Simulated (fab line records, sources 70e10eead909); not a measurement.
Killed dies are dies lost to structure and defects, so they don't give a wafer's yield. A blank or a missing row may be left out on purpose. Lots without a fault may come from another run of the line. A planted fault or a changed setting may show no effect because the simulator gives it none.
Chamber matching | flow nand_harc | NHARC_P_M2_ETCH_35 on rie_diel-03: 4 sister chambers
The step etches the open film in N2/H2, target depth 40 nm, overetch 12 nm, time 43.94 s. 16 wafers are shown with their chamber, then 8 later ones without.

WAFERS WITH THEIR CHAMBER
wafer  | chamber | drypump_motor_current_A (A) | rf_vpp_V (V) | oes_product_au (a.u.)
L999.2 | 3       | 5.53                        | 428.2        | 0.991
L999.3 | 1       | 5.63                        | 430.3        | 1.001
L999.6 | 0       | 5.93                        | 429.2        | 1.002
L107.3 | 0       | 5.94                        | 428.3        | 1.000
L107.5 | 2       | 5.40                        | 431.5        | 0.991
L107.6 | 3       | 5.55                        | 430.1        | 0.987
L112.2 | 2       | 5.42                        | 431.3        | 0.988
L112.5 | 1       | 5.67                        | 430.8        | 1.003
L112.6 | 0       | 5.95                        | 429.7        | 0.990
L110.2 | 0       | 5.96                        | 427.8        | 1.003
L110.4 | 3       | 5.54                        | 428.8        | 0.990
L110.6 | 3       | 5.54                        | 427.5        | 1.000
L116.2 | 1       | 5.69                        | 431.0        | 1.007
L116.5 | 1       | 5.67                        | 432.6        | 0.997
L116.6 | 2       | 5.42                        | 429.8        | 0.996
L117.1 | 3       | 5.56                        | 428.0        | 0.992

SIGNATURES (means of the wafers above)
reading                 | chamber 0 | chamber 1 | chamber 2 | chamber 3 | scatter within a chamber
drypump_motor_current_A | 5.9450    | 5.6650    | 5.4133    | 5.5440    | 0.0163
rf_vpp_V                | 428.750   | 431.175   | 430.867   | 428.520   | 0.953
oes_product_au          | 0.99875   | 1.00200   | 0.99167   | 0.99200   | 0.00488
Rule: a wafer's distance from a chamber is the root of the sum, over the readings, of the square of ((its reading less the chamber's mean) divided by the reading's scatter). The wafer belongs to the nearest chamber; if the next one is less than 2 further off, it can't be placed. The scatter: the root of (the sum of the squares of (reading less its chamber's mean) over the shown wafers, divided by (wafers less chambers)).

WAFERS WITHOUT THEIR CHAMBER
wafer  | drypump_motor_current_A (A) | rf_vpp_V (V) | oes_product_au (a.u.)
L117.2 | 5.40                        | 431.9        | 0.990
L117.5 | 5.94                        | 427.8        | 0.988
L119.1 | 5.41                        | 430.6        | 0.987
L119.2 | 5.68                        | 430.6        | 1.001
L119.6 | 5.41                        | 429.1        | 0.995
L120.2 | 5.55                        | 428.3        | 1.005
L120.5 | 5.65                        | 431.5        | 0.996
L120.6 | 5.94                        | 428.7        | 0.993

WHICH CHAMBER EACH WENT THROUGH
wafer  | from the rows above | in truth
L117.2 | 2                   | 2
L117.5 | 0                   | 0
L119.1 | 2                   | 2
L119.2 | 1                   | 1
L119.6 | 2                   | 2
L120.2 | 3                   | 3
L120.5 | 1                   | 1
L120.6 | 0                   | 0
Placed correctly: 8 of 8. Can't be placed from these rows: 0. Placed wrongly: 0.
